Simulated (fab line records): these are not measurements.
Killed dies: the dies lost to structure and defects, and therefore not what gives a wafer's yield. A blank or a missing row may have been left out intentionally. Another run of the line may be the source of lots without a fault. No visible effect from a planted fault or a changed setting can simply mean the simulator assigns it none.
Chamber matching    flow n5-finfet    rie-diel-03 running N5_BEOL_M1_ETCH_63: 4 sister chambers
The step etches SiARC in CF4, target depth 15.6 nm, time 26 s. 20 wafers are shown with their chamber, then 10 later ones without.

== WAFERS WITH THEIR CHAMBER ==
wafer   chamber  drypump-motor-current-A (A)  showerhead-plenum-p-Torr (Torr)  oes-product-au (a.u.)
L074.1  3        5.2                          2.15                             0.65
L074.2  0        5.4                          2.13                             0.63
L074.3  1        6.2                          2.06                             0.63
L078.2  3        5.2                          2.15                             0.65
L078.4  1        6.2                          2.06                             0.63
L078.6  3        5.3                          2.15                             0.65
L080.2  0        5.4                          2.13                             0.62
L080.3  1        6.2                          2.06                             0.62
L080.6  3        5.2                          2.15                             0.65
L082.2  3        5.2                          2.15                             0.64
L082.3  2        5.5                          2.28                             0.80
L082.6  1        6.2                          2.05                             0.61
L084.1  0        5.4                          2.13                             0.61
L084.2  3        5.3                          2.14                             0.64
L084.4  1        6.2                          2.05                             0.62
L085.1  1        6.2                          2.05                             0.61
L085.4  0        5.4                          2.12                             0.61
L085.5  3        5.2                          2.14                             0.63
L087.4  1        6.2                          2.05                             0.62
L087.5  3        5.2                          2.14                             0.63

SIGNATURES, as means of the wafers listed above
reading                   chamber 0  chamber 1  chamber 2  chamber 3  scatter within a chamber
drypump-motor-current-A   5.400      6.200      5.500      5.225      0.0306
showerhead-plenum-p-Torr  2.1275     2.0543     2.2800     2.1463     0.00521
oes-product-au            0.6175     0.6200     0.8000     0.6425     0.00875
Rule: a wafer's distance from a chamber is the root of the sum, over the readings, of the square of ((its reading less the chamber's mean) divided by the reading's scatter). If the next closest chamber is less than 2 further off than the closest, the wafer can't be placed; otherwise it belongs to the closest. The scatter: the root of (the sum of the squares of (reading less its chamber's mean) over the shown wafers, divided by (wafers less chambers)).

== WAFERS WITHOUT THEIR CHAMBER ==
wafer   drypump-motor-current-A (A)  showerhead-plenum-p-Torr (Torr)  oes-product-au (a.u.)
L087.6  5.4                          2.12                             0.60
L089.2  5.4                          2.12                             0.60
L089.3  5.2                          2.14                             0.64
L089.6  6.3                          2.05                             0.61
L094.4  5.4                          2.12                             0.60
L094.5  6.2                          2.05                             0.61
L094.6  5.2                          2.14                             0.62
L097.3  6.2                          2.04                             0.60
L097.4  5.4                          2.12                             0.60
L097.6  6.2                          2.04                             0.60

== CHAMBER TAKEN BY EACH ==
wafer   from the rows above  in truth
L087.6  0                    0
L089.2  0                    0
L089.3  3                    3
L089.6  1                    1
L094.4  0                    0
L094.5  1                    1
L094.6  3                    3
L097.3  1                    1
L097.4  0                    0
L097.6  1                    1
Correctly placed: 10 of 10. Can't be placed from these rows: 0. Wrongly placed: 0.
